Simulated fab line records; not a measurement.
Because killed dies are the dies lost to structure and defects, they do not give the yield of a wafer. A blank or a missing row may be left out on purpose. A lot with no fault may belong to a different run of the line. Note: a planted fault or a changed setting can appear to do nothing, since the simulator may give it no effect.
What tool caused it? | flow n5-finfet | 15 lots, 43 wafers sampled, at 4 steps of a route of 1938

== WHAT EACH GAUGE READ, for each wafer ==
The record lacks any reading of a measuring or inspecting step that a usual standard deviation could be used to judge.

== TOOL THAT RAN EACH LOT (tool first, then ch and the chambers of the sampled wafers, then the start) ==
lot  | N5_PASSIVATION_DEGAS_18      | N5_PASSIVATION_SPUTTER_20    | N5_PASSIVATION_AL_DEP_21     | N5_PASSIVATION_DEVELOP_43
L492 | pvd-sputter-03, day 11 07:12 | pvd-sputter-03, day 11 07:17 | pvd-sputter-03, day 11 07:24 | litho-track-05 ch 0, day 11 09:47
L495 | pvd-sputter-01, day 11 15:47 | pvd-sputter-01, day 11 15:52 | pvd-sputter-01, day 11 15:58 | litho-track-05 ch 0, day 11 18:52
L496 | pvd-sputter-03, day 12 04:59 | pvd-sputter-03, day 12 05:04 | pvd-sputter-03, day 12 05:11 | litho-track-05 ch 0, day 12 07:20
L497 | pvd-sputter-02, day 12 09:39 | pvd-sputter-02, day 12 09:44 | pvd-sputter-02, day 12 09:50 | litho-track-01 ch 0, day 12 12:04
L498 | pvd-sputter-03, day 16 00:04 | pvd-sputter-03, day 16 00:08 | pvd-sputter-03, day 16 00:14 | litho-track-01 ch 0, day 16 03:00
L502 | pvd-sputter-03, day 16 05:20 | pvd-sputter-03, day 16 05:25 | pvd-sputter-03, day 16 05:31 | litho-track-03, day 16 07:45
L506 | pvd-sputter-03, day 16 10:40 | pvd-sputter-03, day 16 10:45 | pvd-sputter-03, day 16 10:51 | litho-track-05, day 16 13:23
L505 | pvd-sputter-02, day 16 11:38 | pvd-sputter-02, day 16 11:43 | pvd-sputter-02, day 16 11:49 | litho-track-05, day 16 14:26
L509 | pvd-sputter-01, day 17 01:49 | pvd-sputter-01, day 17 01:53 | pvd-sputter-01, day 17 01:59 | litho-track-03 ch 0, day 17 04:43
L511 | pvd-sputter-03, day 17 08:41 | pvd-sputter-03, day 17 08:46 | pvd-sputter-03, day 17 08:52 | litho-track-01 ch 0, day 17 11:07
L510 | pvd-sputter-03, day 17 09:01 | pvd-sputter-03, day 17 09:06 | pvd-sputter-03, day 17 09:12 | litho-track-01 ch 0, day 17 11:52
L513 | pvd-sputter-02, day 17 16:28 | pvd-sputter-02, day 17 16:33 | pvd-sputter-02, day 17 16:39 | litho-track-01 ch 0, day 17 18:54
L512 | pvd-sputter-02, day 17 16:56 | pvd-sputter-02, day 17 17:01 | pvd-sputter-02, day 17 17:07 | litho-track-05 ch 0, day 17 19:28
L514 | pvd-sputter-02, day 18 05:13 | pvd-sputter-02, day 18 05:17 | pvd-sputter-02, day 18 05:23 | litho-track-03 ch 0, day 18 07:44
L515 | pvd-sputter-03, day 18 18:38 | pvd-sputter-03, day 18 18:43 | pvd-sputter-03, day 18 18:49 | litho-track-01 ch 0, day 18 21:02
- N5_PASSIVATION_DEGAS_18: time 60 s.
- N5_PASSIVATION_SPUTTER_20: material TaN, target thk 50 nm.
- N5_PASSIVATION_AL_DEP_21: deposits Al, target thk 2800 nm, time 170 s.
- N5_PASSIVATION_DEVELOP_43: develop time 60 s.

== AS READ BY THE TOOLS THEMSELVES (means over the sampled wafers that have a number; for cases with no such wafer, the mark the record gives instead) ==
N5_PASSIVATION_DEGAS_18. Usual: heater-power-w 494 W, standard deviation 76.
lot  | tool           | heater-power-w (W) | flag
L492 | pvd-sputter-03 | 472                |
L495 | pvd-sputter-01 | 481                |
L496 | pvd-sputter-03 | 567                |
L497 | pvd-sputter-02 | 533                |
L498 | pvd-sputter-03 | 452                |
L502 | pvd-sputter-03 | 459                |
L506 | pvd-sputter-03 | 462                |
L505 | pvd-sputter-02 | 577                |
L509 | pvd-sputter-01 | 471                |
L511 | pvd-sputter-03 | 495                |
L510 | pvd-sputter-03 | 523                |
L513 | pvd-sputter-02 | 426                |
L512 | pvd-sputter-02 | 570                |
L514 | pvd-sputter-02 | 473                |
L515 | pvd-sputter-03 | 512                |

N5_PASSIVATION_SPUTTER_20. Usual: throttle-valve-pct 30.0 %, standard deviation 0.62.
lot  | tool           | throttle-valve-pct (%) | flag
L492 | pvd-sputter-03 | 29.8                   |
L495 | pvd-sputter-01 | 29.9                   |
L496 | pvd-sputter-03 | 29.5                   |
L497 | pvd-sputter-02 | 30.0                   |
L498 | pvd-sputter-03 | 29.6                   |
L502 | pvd-sputter-03 | 29.7                   |
L506 | pvd-sputter-03 | 29.7                   |
L505 | pvd-sputter-02 | 29.8                   |
L509 | pvd-sputter-01 | 30.6                   |
L511 | pvd-sputter-03 | 29.7                   |
L510 | pvd-sputter-03 | 29.7                   |
L513 | pvd-sputter-02 | 30.5                   |
L512 | pvd-sputter-02 | 29.9                   |
L514 | pvd-sputter-02 | 30.0                   |
L515 | pvd-sputter-03 | 29.6                   |

N5_PASSIVATION_AL_DEP_21. Usual: cathode-dc-power-W 30000 W, standard deviation 5.3; throttle-valve-pct 30.0 %, standard deviation 0.63.
lot  | tool           | cathode-dc-power-W (W) | throttle-valve-pct (%) | flag
L492 | pvd-sputter-03 | 30001                  | 29.7                   |
L495 | pvd-sputter-01 | 30005                  | 29.8                   |
L496 | pvd-sputter-03 | 30002                  | 29.4                   |
L497 | pvd-sputter-02 | 29997                  | 29.9                   |
L498 | pvd-sputter-03 | 30002                  | 29.5                   |
L502 | pvd-sputter-03 | 30003                  | 29.6                   |
L506 | pvd-sputter-03 | 29996                  | 29.6                   |
L505 | pvd-sputter-02 | 29998                  | 29.8                   |
L509 | pvd-sputter-01 | 29999                  | 30.8                   |
L511 | pvd-sputter-03 | 29998                  | 29.7                   |
L510 | pvd-sputter-03 | 30002                  | 29.7                   |
L513 | pvd-sputter-02 | 29992                  | 30.7                   |
L512 | pvd-sputter-02 | 29997                  | 29.9                   |
L514 | pvd-sputter-02 | 30002                  | 30.0                   |
L515 | pvd-sputter-03 | 30004                  | 29.6                   |

N5_PASSIVATION_DEVELOP_43. Usual: chill-plate-temp-C 22.98 C, standard deviation 0.1.
lot  | tool           | chill-plate-temp-C (C) | flag
L492 | litho-track-05 | 22.97                  |
L495 | litho-track-05 | 23.10                  |
L496 | litho-track-05 | 23.06                  |
L497 | litho-track-01 | 22.91                  |
L498 | litho-track-01 | 22.95                  |
L502 | litho-track-03 | -                      | OFF
L506 | litho-track-05 | -                      | OFF
L505 | litho-track-05 | -                      | OFF
L509 | litho-track-03 | 22.82                  |
L511 | litho-track-01 | 22.93                  |
L510 | litho-track-01 | 23.08                  |
L513 | litho-track-01 | 23.02                  |
L512 | litho-track-05 | 22.91                  |
L514 | litho-track-03 | 23.03                  |
L515 | litho-track-01 | 23.04                  |

== THE ANSWER, worked out from the rows above alone ==
Rule: a lot is off if the mean of its wafers that have a number lies more than 3 standard deviations from the usual mean. Also off: a lot with no number at a reading for which 4 or more lots have one. Any other lot the step has rows for is counted as sound. After the gauges, taken in route order, come the tools' own readings; for these a lot's mean is taken, as printed above. The first step at which some lot is off is used, and at that step the reading that is off furthest; a lot without a number counts as furthest.
Off: L502, L506, L505, at N5_PASSIVATION_DEVELOP_43 (chill-plate-temp-C). Without a number there: L502, L506, L505.
If a tool, at that step or one of the process steps before it, ran each lot that is off and ran no sound lot following the first of them, it fits. Of those tried, none fits.

== WHAT THE SIMULATOR PUT IN ==
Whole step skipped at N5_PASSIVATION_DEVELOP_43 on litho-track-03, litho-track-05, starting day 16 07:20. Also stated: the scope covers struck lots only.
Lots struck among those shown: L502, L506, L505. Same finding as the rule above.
